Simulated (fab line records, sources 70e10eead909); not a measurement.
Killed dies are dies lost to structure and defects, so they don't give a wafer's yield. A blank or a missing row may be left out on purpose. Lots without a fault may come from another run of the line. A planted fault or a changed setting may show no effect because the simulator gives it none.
fab line records | flow nand_harc
record lots=5 wafers=15 last_day=24
route steps=1159 shown THIN_TSV@1133 END@1158
lots that met no fault: from a run of the same line without faults
start_h: hours from the record's first day to the start of the lot's first wafer shown | wait_h: hours since the lot's step before | " the same as in the row above | L1.1+2: a row that stands for several wafers | - no value, or no start given | * or withheld: withheld | < > ~ a bound
route shown NAME@n: a module of which the file shows steps, and the number in the route of the first | usual: mean/standard deviation of fault-free wafers | same: alike in all rows | chamber/n: place in a boat | sites: the reading at each site | _std_site: their standard deviation | _edge_site: outer sites' mean less inner sites' | radius_mm: how far each site lies from the wafer's centre | mask NAME#n: copy n | behind: the tool/chamber that last shaped the wafer | hold: why the lot was held/for how many hours/how that ended | device: the transistor (n, p or np) that didn't switch | end of line: the same wafers' tests at the end of the route | a step without rows: its recipe alone | killed: dies lost to structure and defects at the first sort, not the wafer's yield | map: a wafer's dies, x killed, . not, _ none there
set.NAME: the setting as run; set.NAME@STEP: as run at that earlier step | model.NAME: the simulator's own value behind a step, which no gauge read
lots at some steps of the route; a table a step, a row a wafer
services: from which hour (start_h, from the record's first day; less than 0 if before it) a tool's chamber was out of use, for how many hours, and why
## steps
# step NHARC_THIN_TSV_CMP_21
# recipe t_overpolish_s=30 target_thk_nm=2000
# usual motor_current_A=12.1/0.94 overpolish_run_s=30.000/0.0088 pad_life_wafers=397/130
# columns lot.wafer tool chamber start_h wait_h motor_current_A overpolish_run_s pad_life_wafers
L075.2 cmp-02 0 441.16 - 10.6 30.000 480
L075.4 " 2 " " 11.6 30.011 482
L075.1 " 3 " " 12.1 29.996 483
L083.2 cmp-02 2 493.94 - 11.3 30.013 294
L083.3 " 3 " " 11.9 30.000 295
L083.4 " 0 " " 11.5 30.012 296
L086.4 cmp-02 3 526.48 - 12.6 29.992 518
L086.6 " 1 " " 13.2 30.007 -
L086.5 " 2 " " 11.7 30.015 -
L089.1 cmp-01 2 527.90 - 13.3 30.000 290
L089.2 " 3 " " 12.3 30.005 291
L089.5 " 0 " " 12.0 29.985 -
L096.2 cmp-03 3 558.48 - 12.5 30.006 396
L096.4 " 2 " " 11.8 30.019 399
L096.6 " 3 " " 12.5 29.993 -
# step NHARC_THIN_TSV_SRD_23
# columns lot.wafer tool chamber start_h wait_h
L075.1+4+2 wet_bench-10 4,5,1 441.52 0.0
L083.2+3+4 wet_bench-08 7,2,3 494.31 0.0
L086.6+4+5 wet_bench-10 7,2,4 526.78 0.0
L089.1+2+5 wet_bench-08 0,1,2 528.22 0.1
L096.2+6+4 wet_bench-08 5,6,7 558.85 0.0
# step NHARC_THIN_TSV_DEGAS_53
# recipe temp_c=300 time_s=60
# usual heater_power_w=485/57
# columns lot.wafer tool chamber start_h wait_h heater_power_w
L075.4 pvd_sputter-03 - 441.62 0.1 532
L075.1 " - " " 464
L075.2 " - " " 419
L083.3 pvd_sputter-01 - 494.40 0.1 521
L083.4 " - " " 462
L083.2 " - " " 562
L086.4 pvd_sputter-01 - 526.91 0.1 594
L086.5 " - " " 498
L086.6 " - " " 463
L089.1 pvd_sputter-03 - 528.30 0.1 406
L089.2 " - " " 464
L089.5 " - " " 408
L096.2 pvd_sputter-03 - 558.94 0.1 405
L096.4 " - " " 603
L096.6 " - " " 530
# step NHARC_THIN_TSV_PRE_CLEAN_54
# recipe time_s=30 temp_c=280 gas=H2/He
# usual heater_power_w=427/52
# columns lot.wafer tool chamber start_h wait_h heater_power_w
L075.1 pvd_sputter-03 - 441.70 0.1 411
L075.4 " - " " 362
L075.2 " - " " 467
L083.4 pvd_sputter-01 - 494.47 0.1 412
L083.3 " - " " 479
L083.2 " - " " 442
L086.4 pvd_sputter-01 - 526.98 0.1 520
L086.5 " - " " 442
L086.6 " - " " 402
L089.1 pvd_sputter-03 - 528.39 0.1 514
L089.2 " - " " 344
L089.5 " - " " 524
L096.2 pvd_sputter-03 - 559.01 0.1 357
L096.4 " - " " 525
L096.6 " - " " 356
# step NHARC_THIN_TSV_PVD_55
# recipe target_thk_a=500 material=TiN
# columns lot.wafer tool chamber start_h wait_h
L075.2+1+4 pvd_sputter-03 - 441.77 0.0
L083.4+3+2 pvd_sputter-01 - 494.57 0.1
L086.4+5+6 pvd_sputter-01 - 527.03 0.0
L089.1+2+5 pvd_sputter-03 - 528.47 0.1
L096.2+4+6 pvd_sputter-03 - 559.11 0.1
# step NHARC_THIN_TSV_PVD_24
# recipe target_thk_a=8000 power_w=withheld chamber_pressure_pa=withheld substrate_temp_c=withheld time_s=withheld gas=Ar material=Al
# columns lot.wafer tool chamber start_h wait_h
L075.4+1+2 pvd_sputter-03 - 441.92 0.1
L083.3+2+4 pvd_sputter-01 - 494.70 0.1
L086.4+5+6 pvd_sputter-01 - 527.35 0.3
L089.1+2+5 pvd_sputter-03 - 528.60 0.1
L096.2+4+6 pvd_sputter-03 - 559.24 0.1
# step NHARC_THIN_TSV_DEHYDRATE_25
# recipe temp_c=150 time_s=120
# columns lot.wafer tool chamber start_h wait_h
L075.1+2+4 litho_track-07 0 442.34 -
L083.2+3+4 litho_track-07 0 495.14 -
L086.4+5+6 litho_track-05 0 527.60 -
L089.1+2+5 litho_track-05 0 529.04 -
L096.2+4+6 litho_track-07 0 559.66 -
# step NHARC_THIN_TSV_HMDS_26
# recipe time_s=30
# columns lot.wafer tool chamber start_h wait_h
L075.1+2+4 litho_track-07 0 - -
L083.2+3+4 litho_track-07 0 - -
L086.4+5+6 litho_track-05 0 - -
L089.1+2+5 litho_track-05 0 - -
L096.2+4+6 litho_track-07 0 - -
# step NHARC_THIN_TSV_COAT_27
# recipe spin_rpm=*
# columns lot.wafer tool chamber start_h wait_h
L075.1+2+4 litho_track-07 0 - -
L083.2+3+4 litho_track-07 0 - -
L086.4+5+6 litho_track-05 0 - -
L089.1+2+5 litho_track-05 0 - -
L096.2+4+6 litho_track-07 0 - -
# step NHARC_THIN_TSV_SOFTBAKE_28
# recipe temp_c=122 time_s=95
# columns lot.wafer tool chamber start_h wait_h
L075.1+2+4 litho_track-07 0 - -
L083.2+3+4 litho_track-07 0 - -
L086.4+5+6 litho_track-05 0 - -
L089.1+2+5 litho_track-05 0 - -
L096.2+4+6 litho_track-07 0 - -
# step NHARC_THIN_TSV_EBR_29
# columns lot.wafer tool chamber start_h wait_h
L075.1+2+4 litho_track-07 0 - -
L083.2+3+4 litho_track-07 0 - -
L086.4+5+6 litho_track-05 0 - -
L089.1+2+5 litho_track-05 0 - -
L096.2+4+6 litho_track-07 0 - -
# step NHARC_THIN_TSV_EXPOSE_30
# recipe na=0.55 dose_mj=11.47 mask_id=PAD
# columns lot.wafer tool chamber start_h wait_h mask
L075.1+2+4 krf_scanner-03 0 442.62 - PAD#0
L083.2+3+4 krf_scanner-01 0 495.30 - PAD#0
L086.4+5+6 krf_scanner-03 0 527.76 - PAD#0
L089.1+2+5 krf_scanner-01 0 529.31 - PAD#0
L096.2+4+6 krf_scanner-03 0 559.81 - PAD#0
# step NHARC_THIN_TSV_PEB_31
# recipe peb_temp_c=118 peb_time_s=85
# columns lot.wafer tool chamber start_h wait_h
L075.1+2+4 litho_track-05 0 442.69 0.1
L083.2+3+4 litho_track-05 0 495.36 0.1
L086.4+5+6 litho_track-07 0 527.81 0.0
L089.1+2+5 litho_track-02 0 529.37 0.1
L096.2+4+6 litho_track-05 0 559.87 0.1
# step NHARC_THIN_TSV_DEVELOP_32
# recipe time_s=70
# columns lot.wafer tool chamber start_h wait_h
L075.1+2+4 litho_track-05 0 - -
L083.2+3+4 litho_track-05 0 - -
L086.4+5+6 litho_track-07 0 - -
L089.1+2+5 litho_track-02 0 - -
L096.2+4+6 litho_track-05 0 - -
# step NHARC_THIN_TSV_CD_MEAS_33
# recipe target_cd_nm=5000 landing_energy_ev=500
# usual cd_nm=4999.6/1.9
# columns lot.wafer tool chamber start_h wait_h cd_nm
L075.1 cd_sem-03 0 442.78 - 5000.3
L075.2 " 0 " " 4998.1
L075.4 " 0 " " 4998.2
L083.2 cd_sem-03 0 495.45 - 4997.9
L083.3 " 0 " " 4996.8
L083.4 " 0 " " 4996.8
L086.4 cd_sem-03 0 527.91 - 5000.7
L086.5 " 0 " " 5000.4
L086.6 " 0 " " 4997.2
L089.1 cd_sem-02 0 529.46 - 4996.7
L089.2 " 0 " " 4997.0
L089.5 " 0 " " 4998.3
L096.2 cd_sem-03 0 559.96 - 4996.5
L096.4 " 0 " " 4997.1
L096.6 " 0 " " 4994.3
# step NHARC_THIN_TSV_HARDBAKE_34
# recipe temp_c=125 time_s=80
# columns lot.wafer tool chamber start_h wait_h
L075.1+2+4 litho_track-02 0 442.86 -
L083.2+3+4 litho_track-07 0 495.53 -
L086.4+5+6 litho_track-07 0 527.99 -
L089.1+2+5 litho_track-02 0 529.54 -
L096.2+4+6 litho_track-07 0 560.04 -
# step NHARC_THIN_TSV_DESCUM_35
# recipe time_s=3 o2_flow_sccm=200 ar_flow_sccm=0 bias_power_w=0 chemistry=O2
# usual chamber_pressure_mTorr=59.99/0.055 drypump_motor_current_A=5.7/0.43 oes_product_au=0.999/0.011 rf_vpp_V=57.8/0.97 showerhead_plenum_p_Torr=1.94/0.1 throttle_valve_pct=11.311/0.0086
# columns lot.wafer tool chamber start_h wait_h chamber_pressure_mTorr drypump_motor_current_A oes_product_au rf_hours_counter_h rf_vpp_V showerhead_plenum_p_Torr throttle_valve_pct
L075.1 rie_diel-10 2 442.94 - 59.97 5.7 0.987 9 57.7 1.87 11.312
L075.4 " 3 " " 60.00 6.0 0.992 10 58.2 2.04 11.314
L075.2 " 0 " " 60.00 5.0 1.007 11 55.8 1.81 11.304
L083.3 rie_diel-06 1 495.62 - 60.00 5.6 1.008 4 58.5 1.81 11.317
L083.4 " 2 " " 59.99 5.8 0.991 5 58.3 2.02 11.295
L083.2 " 3 " " 60.01 5.7 0.988 4 57.3 1.96 11.310
L086.4 rie_diel-09 1 528.10 - 59.96 6.0 1.005 4 58.1 2.00 11.310
L086.6 " 2 " " 60.01 6.0 0.973 - 59.4 2.05 11.315
L086.5 " 3 " " 60.11 5.8 1.002 - 58.1 2.06 11.308
L089.2 rie_diel-10 0 529.62 - 59.98 4.9 1.010 21 56.4 1.81 11.299
L089.1 " 3 " " 60.08 6.0 1.014 19 56.8 2.04 11.323
L089.5 " 0 " " 59.94 5.0 1.012 - 57.3 1.81 11.311
L096.4 rie_diel-09 2 560.13 - 60.06 6.0 0.969 6 58.5 2.05 11.297
L096.2 " 3 " " 60.05 5.8 1.000 6 58.8 2.06 11.298
L096.6 " 2 " " 60.09 6.0 0.986 - 59.8 2.05 11.306
# step NHARC_THIN_TSV_ETCH_59
# recipe target_depth_a=8800 icp_w=900 bias_w=100 Cl2_flow_sccm=60 bcl3_flow_sccm=30 time_s=138.1 chemistry=Cl2/BCl3
# usual bcl3_flow_sccm=30.00/0.084 chamber_pressure_mTorr=9.999/0.0097 drypump_motor_current_A=6.2/0.31 oes_product_au=0.996/0.0077 throttle_valve_pct=22.265/0.0095
# columns lot.wafer tool chamber start_h wait_h bcl3_flow_sccm chamber_pressure_mTorr drypump_motor_current_A oes_product_au rf_hours_counter_h throttle_valve_pct
L075.2 rie_metal-02 0 443.07 0.1 30.05 9.994 6.4 0.998 1.4 22.271
L075.1 " 1 " " 29.94 10.004 6.7 0.998 1.4 22.271
L075.4 " 1 " " 30.09 10.010 6.7 0.983 - 22.256
L083.2 rie_metal-02 1 495.77 0.1 30.12 9.987 6.7 0.994 2.7 22.253
L083.3 " 0 " " 30.14 9.988 6.4 0.998 - 22.269
L083.4 " 1 " " 30.00 10.003 6.7 0.998 - 22.252
L086.4 rie_metal-01 1 528.30 0.2 29.93 10.001 6.2 0.987 - 22.281
L086.6 " 0 " " 30.08 9.988 6.0 0.990 - 22.245
L086.5 " 1 " " 30.02 10.013 6.2 0.988 - 22.262
L089.1 rie_metal-01 0 529.76 0.1 30.01 9.999 6.0 1.005 0.4 22.268
L089.2 " 1 " " 29.95 10.004 6.1 0.996 0.4 22.268
L089.5 " 0 " " 30.05 9.989 6.0 1.005 - 22.263
L096.2 rie_metal-03 0 560.25 0.1 29.98 9.989 5.8 0.999 2.3 22.271
L096.4 " 0 " " 29.94 10.000 5.8 1.010 - 22.252
L096.6 " 0 " " 30.04 10.006 5.8 1.011 - 22.286
# step NHARC_THIN_TSV_ETCH_36
# recipe target_depth_a=650 over_etch_frac=0.3 time_s=18.571 ion_energy_ev=150 chemistry=Cl2/BCl3
# usual chamber_pressure_mTorr=10.000/0.0085 drypump_motor_current_A=6.2/0.31 oes_product_au=0.995/0.0068
# columns lot.wafer tool chamber start_h wait_h chamber_pressure_mTorr drypump_motor_current_A oes_product_au rf_hours_counter_h
L075.2 rie_metal-02 1 443.32 0.2 9.993 6.7 1.002 1.5
L075.1 " 0 " " 10.003 6.4 0.994 1.5
L075.4 " 1 " " 9.993 6.7 0.995 -
L083.2 rie_metal-02 1 496.00 0.2 10.013 6.7 0.992 2.8
L083.3 " 0 " " 10.000 6.4 0.990 -
L083.4 " 1 " " 10.001 6.7 0.990 -
L086.4 rie_metal-01 0 528.47 0.1 10.002 6.0 0.999 -
L086.5 " 1 " " 10.014 6.2 0.986 -
L086.6 " 0 " " 10.005 6.0 0.995 -
L089.1 rie_metal-01 1 530.02 0.2 9.996 6.2 0.994 0.6
L089.2 " 0 " " 9.993 6.0 0.991 0.6
L089.5 " 1 " " 10.005 6.2 0.986 -
L096.2 rie_metal-03 1 560.51 0.2 9.992 5.9 1.000 3.2
L096.4 " 0 " " 9.987 5.8 1.008 -
L096.6 " 0 " " 9.986 5.8 1.003 -
# step NHARC_THIN_TSV_STRIP_56
# recipe power_w=1500 temp_c=250 chemistry=O2
# usual drypump_motor_current_A=5.66/0.26 heater_power_w=323/38 rf_refl_power_W=16/8.9
# columns lot.wafer tool chamber start_h wait_h drypump_motor_current_A heater_power_w rf_hours_counter_h rf_refl_power_W
L075.2 plasma_asher-02 0 443.42 0.1 5.63 427 26 15
L075.1 " 1 " " 6.23 318 26 36
L075.4 " 0 " " 5.63 418 - 14
L083.2 plasma_asher-02 1 496.10 0.1 6.23 325 44 36
L083.3 " 1 " " 6.21 320 - 37
L083.4 " 0 " " 5.64 405 - 15
L086.4 plasma_asher-02 1 528.66 0.2 6.21 325 - -
L086.6 " 1 " " 6.22 322 - -
L086.5 " 0 " " 5.61 411 - -
L089.1 plasma_asher-01 0 530.12 0.1 5.68 305 21 9
L089.2 " 1 " " 5.40 307 21 14
L089.5 " 0 " " 5.71 295 - 8
L096.2 plasma_asher-01 0 560.65 0.1 5.72 304 34 -
L096.4 " 1 " " 5.42 308 - -
L096.6 " 0 " " 5.73 297 - -
# step NHARC_THIN_TSV_STRIP_57
# recipe time_s=1200 temp_c=72.5 chemistry=post_etch_residue_remover
# usual bath_guard_temp_C=72.3/0.46
# columns lot.wafer tool chamber start_h wait_h bath_guard_temp_C
L075.2 wet_bench-08 3 443.77 0.3 72.2
L075.1 " 4 " " 72.6
L075.4 " 7 " " 72.6
L083.2 wet_bench-10 5 496.45 0.3 72.9
L083.4 " 6 " " 72.8
L083.3 " 1 " " 72.0
L086.6 wet_bench-08 5 528.91 0.1 72.7
L086.4 " 0 " " 70.9
L086.5 " 2 " " 71.5
L089.2 wet_bench-08 7 530.47 0.3 72.0
L089.5 " 0 " " 71.1
L089.1 " 4 " " 72.4
L096.4 wet_bench-08 5 560.96 0.2 72.6
L096.2 " 6 " " 72.0
L096.6 " 0 " " 71.4
# step NHARC_THIN_TSV_CD_MEAS_37
# usual cd_nm=4999.1/2.8
# columns lot.wafer tool chamber start_h wait_h cd_nm
L075.1 cd_sem-02 - 444.22 - 5000.5
L075.2 " - " " 4996.0
L075.4 " - " " 4998.0
L083.2 cd_sem-02 - 496.91 - 4998.7
L083.3 " - " " 4994.5
L083.4 " - " " 4999.3
L086.4 cd_sem-03 - 529.38 - 5003.2
L086.5 " - " " 5002.0
L086.6 " - " " 4998.3
L089.1 cd_sem-01 - 530.92 - 4995.3
L089.2 " - " " 4994.4
L089.5 " - " " 4998.1
L096.2 cd_sem-03 - 561.40 - 4994.9
L096.4 " - " " 4995.9
L096.6 " - " " 4994.4
# step NHARC_THIN_TSV_ANNEAL_58
# recipe temp_c=400 time_s=1800
# usual spike_tc_top_C=428.3/2.4 spike_tc_upper_C=399.3/1.4 tube_center_temp_C=400/0.037 zone_power_bottom_pct=6.64/0.27
# columns lot.wafer tool chamber start_h wait_h spike_tc_top_C spike_tc_upper_C tube_center_temp_C zone_power_bottom_pct
L075.1 furnace-02 0 446.99 2.8 424.6 399.9 399.93 6.25
L075.2 " 0 " " 423.8 399.1 399.99 6.19
L075.4 " 0 " " 425.4 400.1 400.07 6.25
L083.2 furnace-07 0 499.90 3.0 429.5 396.8 399.99 6.73
L083.3 " 0 " " 430.8 398.4 400 6.75
L083.4 " 0 " " 429.5 397.4 399.99 6.60
L086.4 furnace-06 0 534.31 4.9 431.1 400.1 399.98 6.78
L086.5 " 0 " " 429.4 401.6 399.98 6.97
L086.6 " 0 " " 430.7 399.3 400.03 6.88
L089.1 furnace-06 0 534.31 3.4 428.7 400.6 400.01 6.84
L089.2 " 0 " " 427.6 399.2 400.03 6.95
L089.5 " 0 " " 428.1 399.1 399.95 6.85
L096.2 furnace-06 0 564.39 3.0 429.7 402.0 399.97 6.85
L096.4 " 0 " " 428.9 401.1 400.02 6.98
L096.6 " 0 " " 429.9 400.3 400.01 6.88
# step NHARC_THIN_TSV_INSPECT_40
# usual raw_defect_count=468/74
# columns lot.wafer tool chamber start_h wait_h raw_defect_count
L075.1 defect_inspect-02 - 448.42 0.4 414
L075.2 " - " " 351
L075.4 " - " " 460
L083.2 defect_inspect-02 - 501.35 0.4 443
L083.3 " - " " 453
L083.4 " - " " 635
L089.1 defect_inspect-02 - 535.75 0.4 447
L089.2 " - " " 503
L089.5 " - " " 480
L086.4 defect_inspect-01 - 535.75 0.4 453
L086.5 " - " " 525
L086.6 " - " " 517
L096.2 defect_inspect-01 - 565.85 0.4 384
L096.4 " - " " 542
L096.6 " - " " 366
# step NHARC_END_WLT_00
# usual VT_DECK1_BOTTOM=0.872/0.0062 VT_DECK1_BOTTOM_INNER=0.872/0.0064 VT_DECK1_MEDIAN_NEAR_BOTTOM=0.873/0.0062 VT_DECK1_MEDIAN_NEAR_BOTTOM_INNER=0.873/0.0065 VT_DECK1_MIDDLE=0.885/0.0063 VT_DECK1_MIDDLE_INNER=0.886/0.0059 VT_DECK1_TOP=0.897/0.0056 VT_DECK1_TOP_INNER=0.897/0.006
# columns lot.wafer tool chamber start_h wait_h VT_DECK1_BOTTOM VT_DECK1_BOTTOM_INNER VT_DECK1_MEDIAN_NEAR_BOTTOM VT_DECK1_MEDIAN_NEAR_BOTTOM_INNER VT_DECK1_MIDDLE VT_DECK1_MIDDLE_INNER VT_DECK1_TOP VT_DECK1_TOP_INNER
L075.1 prober-02 - 473.16 24.7 0.874 0.872 0.876 0.879 0.889 0.893 0.904 0.904
L075.2 " - " " 0.873 0.878 0.884 0.888 0.894 0.889 0.902 0.916
L075.4 " - 474.67 26.2 0.867 0.876 0.881 0.877 0.883 0.900 0.908 0.914
L083.2 prober-01 - 501.90 0.6 0.870 0.865 0.870 0.871 0.879 0.881 0.892 0.888
L083.3 " - " " 0.880 0.874 0.879 0.878 0.879 0.877 0.896 0.896
L083.4 " - " " 0.871 0.873 0.869 0.874 0.881 0.893 0.888 0.894
L089.1 prober-01 - 535.79 0.0 0.881 0.884 0.880 0.875 0.891 0.897 0.901 0.901
L089.2 " - " " 0.866 0.866 0.866 0.863 0.879 0.884 0.901 0.900
L089.5 " - 537.78 2.0 0.873 0.877 0.874 0.875 0.893 0.882 0.898 0.902
L086.4 prober-02 - 537.31 1.6 0.865 0.876 0.877 0.866 0.882 0.887 0.898 0.893
L086.5 " - " " 0.878 0.863 0.879 0.870 0.888 0.882 0.899 0.898
L086.6 " - " " 0.876 0.876 0.872 0.871 0.888 0.887 0.902 0.898
L096.2 prober-01 - 567.56 1.7 0.871 0.873 0.877 0.874 0.884 0.882 0.901 0.896
L096.4 " - 568.57 2.7 0.875 0.872 0.871 0.874 0.887 0.886 0.890 0.904
L096.6 " - 569.57 3.7 0.866 0.872 0.874 0.874 0.891 0.883 0.897 0.896
# step NHARC_END_SORT_01
# recipe temp_c=25
# usual defect_limited_yield=95.2/1.6 killed_at_array=29/11 killed_at_other=0.7/1.1 killed_at_periphery=3.1/2 killed_dies=33/11 killed_open=3.5/1.8 killed_short=2.0/1.4 sort_bin_2_pct=1.5/0.6 sort_bin_3_pct=0.24/0.19 sort_bin_4_pct=3.1/1.1 sort_n_pass=644/11 sort_rim_yield_pct=96.5/2.3 sort_yield_pct=95.2/1.6
# same gross_dies=677 sort_bin_5_pct[%]=0 sort_bin_6_pct[%]=0 sort_bin_7_pct[%]=0 sort_bin_8_pct[%]=0 sort_rim_n_gross=106.00
# columns lot.wafer tool chamber start_h wait_h defect_limited_yield[%] killed_at_array killed_at_other killed_at_periphery killed_dies killed_open killed_short sort_bin_2_pct[%] sort_bin_3_pct[%] sort_bin_4_pct[%] sort_n_pass sort_rim_yield_pct[%] sort_yield_pct[%]
L075.1 prober-02 0 476.18 2.5 96.5 19 1 4 24 3 1 1.2 0.15 2.2 653 94.3 96.5
L075.2 prober-02 0 476.99 2.8 96.9 18 0 3 21 5 0 1.0 0 2.1 656 94.3 96.9
L075.4 prober-02 0 478.60 3.4 97.3 14 1 3 18 2 1 1.0 0 1.6 659 97.2 97.3
L083.2 prober-01 0 505.23 2.8 93.6 38 3 2 43 3 1 2.4 0.44 3.5 634 98.1 93.6
L083.3 prober-01 0 506.03 3.1 94.2 37 1 1 39 4 0 1.9 0.15 3.7 638 95.3 94.2
L083.4 prober-01 0 506.83 3.4 92.2 48 1 4 53 3 3 2.8 0.15 4.9 624 94.3 92.2
L089.1 prober-01 0 538.78 2.5 95.7 29 0 0 29 0 1 1.0 0.15 3.1 648 99.1 95.7
L089.2 prober-01 0 539.59 2.8 94.5 34 2 1 37 2 1 0.7 0.30 4.4 640 94.3 94.5
L089.5 prober-01 0 542.01 3.7 96.5 22 1 1 24 1 1 1.3 0.44 1.8 653 95.3 96.5
L086.6 prober-02 0 542.83 4.0 95.7 24 3 2 29 1 4 1.9 0 2.4 648 99.1 95.7
# killed by level:class
L075.1 A_SLIT:chamber_film_flake=7 A_CONTACT:chamber_film_flake=5 P_M0:geometric_particle:open=3 A_CHANNEL_HOLE_D1:chamber_film_flake=3 A_STAIRCASE:chamber_film_flake=3 A_SGD_CUT:geometric_particle:short=1 P_ZERO_WELL:chamber_film_flake=1 THIN_TSV:chamber_film_flake=1
L075.2 A_SLIT:chamber_film_flake=8 A_CONTACT:chamber_film_flake=2 A_SOURCE_PLATE:geometric_particle:open=1 A_SGD_CUT:geometric_particle:open=1 A_BLC:geometric_particle:open=1 A_M0:geometric_particle:open=1 A_M1:geometric_particle:open=1 P_ZERO_WELL:chamber_film_flake=1
L075.4 A_SLIT:chamber_film_flake=5 A_CONTACT:chamber_film_flake=5 P_M1:geometric_particle:open=2 A_CHANNEL_HOLE_D1:chamber_film_flake=2 A_CHANNEL_HOLE_D1:geometric_particle:short=1 P_ZERO_WELL:chamber_film_flake=1 A_WL_FILL:chamber_film_flake=1 HYBRID_BOND:latent=1
L083.2 A_CHANNEL_HOLE_D1:chamber_film_flake=16 A_SLIT:chamber_film_flake=9 A_STAIRCASE:chamber_film_flake=6 THIN_TSV:chamber_film_flake=3 A_CONTACT:geometric_particle:open=2 P_GATE:chamber_film_flake=2 A_ZERO_WELL:chamber_film_flake=2 A_CONTACT:geometric_particle:short=1
L083.3 A_SLIT:chamber_film_flake=16 A_CHANNEL_HOLE_D1:chamber_film_flake=7 A_STAIRCASE:chamber_film_flake=5 A_ZERO_WELL:chamber_film_flake=2 A_BONDPAD:chamber_film_flake=2 P_M0:geometric_particle:open=1 A_CHANNEL_FILL_D1:geometric_particle:open=1 A_CONTACT:geometric_particle:open=1
L083.4 A_SLIT:chamber_film_flake=14 A_CHANNEL_HOLE_D1:chamber_film_flake=13 A_STAIRCASE:chamber_film_flake=8 P_GATE:chamber_film_flake=4 A_ZERO_WELL:chamber_film_flake=3 A_WL_FILL:chamber_film_flake=3 A_CONTACT:geometric_particle:open=2 A_CHANNEL_HOLE_D1:geometric_particle:short=1
L089.1 A_SLIT:chamber_film_flake=17 A_STAIRCASE:chamber_film_flake=4 A_CONTACT:chamber_film_flake=4 A_CHANNEL_HOLE_D1:chamber_film_flake=3 A_CHANNEL_FILL_D1:geometric_particle:short=1
L089.2 A_SLIT:chamber_film_flake=16 A_CHANNEL_HOLE_D1:chamber_film_flake=9 A_STAIRCASE:chamber_film_flake=5 A_CONTACT:chamber_film_flake=2 THIN_TSV:chamber_film_flake=2 P_STI:geometric_particle:open=1 A_CONTACT:geometric_particle:open=1 A_M1:geometric_particle:short=1
L089.5 A_SLIT:chamber_film_flake=6 A_STAIRCASE:chamber_film_flake=6 A_CONTACT:chamber_film_flake=5 A_CHANNEL_HOLE_D1:chamber_film_flake=4 P_M2:geometric_particle:open=1 A_SGD_CUT:geometric_particle:short=1 THIN_TSV:chamber_film_flake=1
L086.6 A_CHANNEL_HOLE_D1:chamber_film_flake=12 A_CONTACT:chamber_film_flake=5 THIN_TSV:chamber_film_flake=3 P_CONTACT:geometric_particle:short=2 A_CHANNEL_FILL_D1:chamber_film_flake=2 A_STAIRCASE:chamber_film_flake=2 A_CHANNEL_HOLE_D1:geometric_particle:short=1 A_WL_FILL:geometric_particle:short=1
## services
# columns tool chamber start_h hours kind
wet_bench-10 - 423.20 8.0 pm
krf_scanner-01 - 428.00 4.0 pm
rie_diel-09 - 431.36 9.0 pm
pvd_sputter-01 - 437.89 14.8 repair
krf_scanner-03 - 443.15 3.8 repair
cmp-02 - 451.92 4.0 pm
rie_metal-03 - 453.00 9.0 pm
plasma_asher-01 - 453.60 9.0 pm
pvd_sputter-03 - 458.07 10.0 pm
krf_scanner-03 - 458.72 0.5 repair
rie_diel-10 1 459.71 2.5 repair
rie_diel-09 0 460.45 2.6 repair
cmp-02 - 505.09 1.8 repair
rie_metal-01 - 509.00 9.0 pm
rie_diel-10 3 510.96 4.1 repair
krf_scanner-03 - 512.00 4.0 pm
pvd_sputter-01 - 514.05 10.0 pm
litho_track-02 - 515.02 7.0 pm
krf_scanner-03 - 519.87 0.6 repair
rie_diel-10 - 530.50 9.0 pm
cmp-02 - 534.73 1.6 repair
plasma_asher-02 - 537.31 9.0 pm
litho_track-07 - 539.00 7.0 pm
cmp-02 - 549.92 4.0 pm
## key
fault none
